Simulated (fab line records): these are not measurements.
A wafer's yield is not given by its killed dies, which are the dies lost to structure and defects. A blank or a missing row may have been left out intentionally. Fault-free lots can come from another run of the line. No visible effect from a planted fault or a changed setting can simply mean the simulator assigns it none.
Chamber matching	flow nandHarc	NHARC_P_M1_CMP_23 on cmp-03: 4 sister chambers
The step polishes, t overpolish 20 s, target thk 157.82 nm. 4 wafers are shown with their chamber, then 7 later ones without.

== EACH WAFER AND ITS CHAMBER ==
wafer	chamber	motorCurrentA (A)
L451.4	2	11.0
L463.2	3	12.7
L464.1	0	13.4
L464.3	1	14.2

== WAFERS WHOSE CHAMBER IS MISSING ==
wafer	motorCurrentA (A)
L464.6	10.4
L465.2	12.5
L465.4	12.6
L465.6	12.2
L467.3	12.1
L467.4	10.3
L467.5	12.2

== THE CHAMBER EACH PASSED THROUGH ==
wafer	from the rows above	in truth
L464.6	2	2
L465.2	can't be placed: 3 or 0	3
L465.4	can't be placed: 3 or 0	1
L465.6	can't be placed: 3 or 2 or 0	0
L467.3	can't be placed: 3 or 2 or 0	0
L467.4	2	2
L467.5	can't be placed: 3 or 2 or 0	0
Correct placement for 2 of the 7. Not placeable from these rows: 5 (in 4, the candidates include the true chamber). Number placed wrongly: 0.
How it was worked out, from the rows above alone: a wafer's distance from a chamber is the root of the sum, over the readings, of the square of ((its reading less the chamber's mean) divided by the reading's scatter). The wafer belongs to the nearest chamber; if the next one is less than 2 further off, it can't be placed. The mean given for a chamber averages the wafers shown for that chamber. The scatter: with one shown wafer a chamber, the root of the mean of the squares of how far each hidden wafer lies from its nearest shown one.
